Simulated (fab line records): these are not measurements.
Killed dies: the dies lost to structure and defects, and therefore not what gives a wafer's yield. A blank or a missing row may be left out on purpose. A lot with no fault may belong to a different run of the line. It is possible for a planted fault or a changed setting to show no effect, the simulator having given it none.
Chamber matching / flow n5 finfet / 3 sister chambers for N5_BEOL_M10_CURE_71 on uv cure-01
The step cures SiCOH lowk, time 240 s. 3 wafers are shown with their chamber, then 9 later ones without.

## EACH WAFER AND ITS CHAMBER
wafer=L084.6; chamber=0; wafer_temp_C_max=387.5
wafer=L085.6; chamber=2; wafer_temp_C_max=386.0
wafer=L095.3; chamber=1; wafer_temp_C_max=386.6

## WAFERS MISSING THEIR CHAMBER
wafer=L093.1; wafer_temp_C_max=385.4
wafer=L093.4; wafer_temp_C_max=386.3
wafer=L093.6; wafer_temp_C_max=385.7
wafer=L094.1; wafer_temp_C_max=386.9
wafer=L094.2; wafer_temp_C_max=387.7
wafer=L094.3; wafer_temp_C_max=387.0
wafer=L097.1; wafer_temp_C_max=386.7
wafer=L097.3; wafer_temp_C_max=386.7
wafer=L097.6; wafer_temp_C_max=386.5

## THE CHAMBER EACH PASSED THROUGH
wafer=L093.1; from the rows above=can't be placed: 2 or 1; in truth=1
wafer=L093.4; from the rows above=can't be placed: 1 or 2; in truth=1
wafer=L093.6; from the rows above=can't be placed: 2 or 1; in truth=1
wafer=L094.1; from the rows above=can't be placed: 1 or 0 or 2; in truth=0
wafer=L094.2; from the rows above=0; in truth=0
wafer=L094.3; from the rows above=can't be placed: 1 or 0 or 2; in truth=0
wafer=L097.1; from the rows above=can't be placed: 1 or 2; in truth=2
wafer=L097.3; from the rows above=can't be placed: 1 or 2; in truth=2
wafer=L097.6; from the rows above=can't be placed: 1 or 2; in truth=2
Placed correctly: 1 of 9. These rows do not allow placing 8 (true chamber among the candidates in 8). Placed wrongly: 0.
How it was worked out, from the rows above alone: a wafer's distance from a chamber is the root of the sum, over the readings, of the square of ((its reading less the chamber's mean) divided by the reading's scatter). The wafer belongs to the nearest chamber; if the next one is less than 2 further off, it can't be placed. Each chamber's mean is taken over the wafers shown for it. The scatter (one wafer shown for each chamber): square how far every hidden wafer sits from the nearest shown wafer, average those squares and take the square root.
